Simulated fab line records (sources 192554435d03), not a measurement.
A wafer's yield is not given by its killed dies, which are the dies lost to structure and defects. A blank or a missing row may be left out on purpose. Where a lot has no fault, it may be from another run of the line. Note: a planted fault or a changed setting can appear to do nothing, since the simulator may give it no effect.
Lot-split experiment + flow n5_finfet + route with 1938 steps; 7 lots, 39 wafers read

## SPLIT DETAILS
At N5_BEOL_M2_ALD_98 (deposits SiO2, target thk 2.5 nm, pulse time 1 s, co reactant pulse time 1 s), the setting ald_cycles was moved away from the recipe's 17 on 15 of the 39 wafers read, by -29.4% to +47.1%. The other wafers ran this setting at the recipe's value.

The split's own step is where the reading is taken.

## THE READING
SiO2_of_BEOL_M2_ALD_98.thk_nm (the simulator's own value, which no gauge read), in nm, at N5_BEOL_M2_ALD_98 (deposits SiO2, target thk 2.5 nm, pulse time 1 s, co reactant pulse time 1 s). The file does not state a usual value for it. The 24 wafers here that ran the recipe average 2.5 nm, standard deviation 0.1 nm.

| wafer  | tool, chamber at the split | ald_cycles as run | against the recipe | SiO2_of_BEOL_M2_ALD_98.thk_nm, nm | against lot-mates on the recipe |
|--------|----------------------------|-------------------|--------------------|-----------------------------------|---------------------------------|
| L077.1 | ald_sin-01, 1,3,2          | 17                | recipe             | 2.4                               | -                               |
| L077.5 | ald_sin-01, 1,3,2          | 17                | recipe             | 2.4                               | -                               |
| L077.6 | ald_sin-01, 1,3,2          | 17                | recipe             | 2.4                               | -                               |
| L077.2 | ald_sin-01, 2,3,0          | 22                | +29.4%             | 3.2                               | +0.8                            |
| L077.3 | ald_sin-01, 2,3,0          | 22                | +29.4%             | 3.2                               | +0.8                            |
| L077.4 | ald_sin-01, 2,3,0          | 22                | +29.4%             | 3.2                               | +0.8                            |
| L081.1 | ald_sin-01, 3,0,0          | 17                | recipe             | 2.6                               | -                               |
| L081.4 | ald_sin-01, 3,0,0          | 17                | recipe             | 2.6                               | -                               |
| L081.5 | ald_sin-01, 3,0,0          | 17                | recipe             | 2.6                               | -                               |
| L081.2 | ald_sin-01, 1,2,3          | 12                | -29.4%             | 1.8                               | -0.8                            |
| L081.3 | ald_sin-01, 1,2,3          | 12                | -29.4%             | 1.8                               | -0.8                            |
| L081.6 | ald_sin-01, 1,2,3          | 12                | -29.4%             | 1.8                               | -0.8                            |
| L082.1 | ald_sin-04, 3              | 17                | recipe             | 2.6                               | -                               |
| L082.2 | ald_sin-04, 2,0,0          | 24                | +41.2%             | 3.6                               | +1.1                            |
| L082.4 | ald_sin-04, 2,0,0          | 24                | +41.2%             | 3.6                               | +1.1                            |
| L082.5 | ald_sin-04, 2,0,0          | 24                | +41.2%             | 3.6                               | +1.1                            |
| L082.3 | ald_sin-04, 1              | 17                | recipe             | 2.4                               | -                               |
| L082.6 | ald_sin-04, 1              | 17                | recipe             | 2.4                               | -                               |
| L083.1 | ald_sin-01, 3,2,0          | 17                | recipe             | 2.6                               | -                               |
| L083.3 | ald_sin-01, 3,2,0          | 17                | recipe             | 2.6                               | -                               |
| L083.4 | ald_sin-01, 3,2,0          | 17                | recipe             | 2.6                               | -                               |
| L083.2 | ald_sin-01, 1,3,0          | 23                | +35.3%             | 3.4                               | +0.8                            |
| L083.5 | ald_sin-01, 1,3,0          | 23                | +35.3%             | 3.4                               | +0.8                            |
| L083.6 | ald_sin-01, 1,3,0          | 23                | +35.3%             | 3.4                               | +0.8                            |
| L086.1 | ald_sin-01, 1,2,3,1        | 17                | recipe             | 2.4                               | -                               |
| L086.2 | ald_sin-01, 1,2,3,1        | 17                | recipe             | 2.4                               | -                               |
| L086.3 | ald_sin-01, 1,2,3,1        | 17                | recipe             | 2.4                               | -                               |
| L086.6 | ald_sin-01, 1,2,3,1        | 17                | recipe             | 2.4                               | -                               |
| L086.4 | ald_sin-01, 0              | 17                | recipe             | 2.6                               | -                               |
| L086.5 | ald_sin-01, 0              | 17                | recipe             | 2.6                               | -                               |
| L088.2 | ald_sin-04, 1,2            | 17                | recipe             | 2.4                               | -                               |
| L088.5 | ald_sin-04, 1,2            | 17                | recipe             | 2.4                               | -                               |
| L088.3 | ald_sin-04, 2              | 17                | recipe             | 2.6                               | -                               |
| L095.1 | ald_sin-01, 2,1            | 25                | +47.1%             | 3.6                               | +1.1                            |
| L095.3 | ald_sin-01, 2,1            | 25                | +47.1%             | 3.6                               | +1.1                            |
| L095.2 | ald_sin-01, 3,0            | 17                | recipe             | 2.6                               | -                               |
| L095.4 | ald_sin-01, 3,0            | 17                | recipe             | 2.6                               | -                               |
| L095.5 | ald_sin-01, 0              | 25                | +47.1%             | 3.8                               | +1.3                            |
| L095.6 | ald_sin-01, 1              | 17                | recipe             | 2.4                               | -                               |
Rows listing several chambers each stand for several wafers; the file does not say which wafer went through which chamber.

THE FIT
A straight line over all 39 wafers: SiO2_of_BEOL_M2_ALD_98.thk_nm changes by +0.025 nm for each +1% of ald_cycles; r = +0.99; the points scatter about the line by 0.088 nm.
The same after taking each lot's own level away (the mean of its wafers on the recipe; 39 wafers): +0.0256 nm for each +1%; r = +0.99; scatter 0.08 nm.
Per that fit: largest ald_cycles move, reading shift of 1.2 nm.
The span of the lots' own levels, 2.40 to 2.60 nm, comes to 2.0 times the standard deviation stated above.
So the lot-to-lot level changes the slope little: the two slopes agree.
Check: for one of the wafers moved furthest among these (+47.1%), held out of the fit, the line's prediction against its lot-mates is +1.21 nm. Against them it came out at +1.07 nm.

## ADDITIONAL SPLITS CARRIED BY THESE WAFERS
These wafers also went through other splits before the reading. Each is held against what the fit with the lots' levels taken away leaves over:
| other split on the same wafers          | wafers away from the commonest value | r with SiO2_of_BEOL_M2_ALD_98.thk_nm (lot level and that fit taken away) |
|-----------------------------------------|--------------------------------------|--------------------------------------------------------------------------|
| N5_BEOL_M0_SAQP_ETCH_106 target_depth_a | 18                                   | +0.08                                                                    |

## FILE'S OWN FIT
SiO2_of_BEOL_M2_ALD_98.thk_nm changes by +0.0255 nm for each +1% of ald_cycles, r = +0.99.
